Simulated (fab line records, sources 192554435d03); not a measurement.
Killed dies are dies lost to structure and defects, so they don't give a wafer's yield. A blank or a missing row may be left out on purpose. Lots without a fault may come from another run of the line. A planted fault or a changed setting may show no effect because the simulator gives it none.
Chamber matching | flow n5_finfet | N5_BEOL_M0_SAQP_PECVD_03 on pecvd-02: 3 sister chambers
The step deposits SiCN from 3MS/NH3, target thk 12 nm, time 21.1 s. 3 wafers are shown with their chamber, then 7 later ones without.

WAFERS WITH THEIR CHAMBER
wafer  | chamber | rf_fwd_power_W (W)
L803.1 | 2       | 199.0
L807.1 | 1       | 200.8
L807.3 | 0       | 198.7

WAFERS WITHOUT THEIR CHAMBER
wafer  | rf_fwd_power_W (W)
L807.5 | 198.4
L808.3 | 200.0
L808.5 | 199.4
L808.6 | 199.5
L816.2 | 198.1
L816.5 | 197.9
L816.6 | 199.2

WHICH CHAMBER EACH WENT THROUGH
wafer  | from the rows above          | in truth
L807.5 | can't be placed: 0 or 2      | 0
L808.3 | can't be placed: 1 or 2 or 0 | 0
L808.5 | can't be placed: 2 or 0 or 1 | 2
L808.6 | can't be placed: 2 or 0 or 1 | 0
L816.2 | can't be placed: 0 or 2      | 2
L816.5 | can't be placed: 0 or 2      | 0
L816.6 | can't be placed: 2 or 0      | 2
Placed correctly: 0 of 7. Can't be placed from these rows: 7 (the true chamber is among the candidates in 7). Placed wrongly: 0.
How it was worked out, from the rows above alone: a wafer's distance from a chamber is the root of the sum, over the readings, of the square of ((its reading less the chamber's mean) divided by the reading's scatter). The wafer belongs to the nearest chamber; if the next one is less than 2 further off, it can't be placed. A chamber's mean is the mean of its shown wafers. The scatter: with one shown wafer a chamber, the root of the mean of the squares of how far each hidden wafer lies from its nearest shown one.
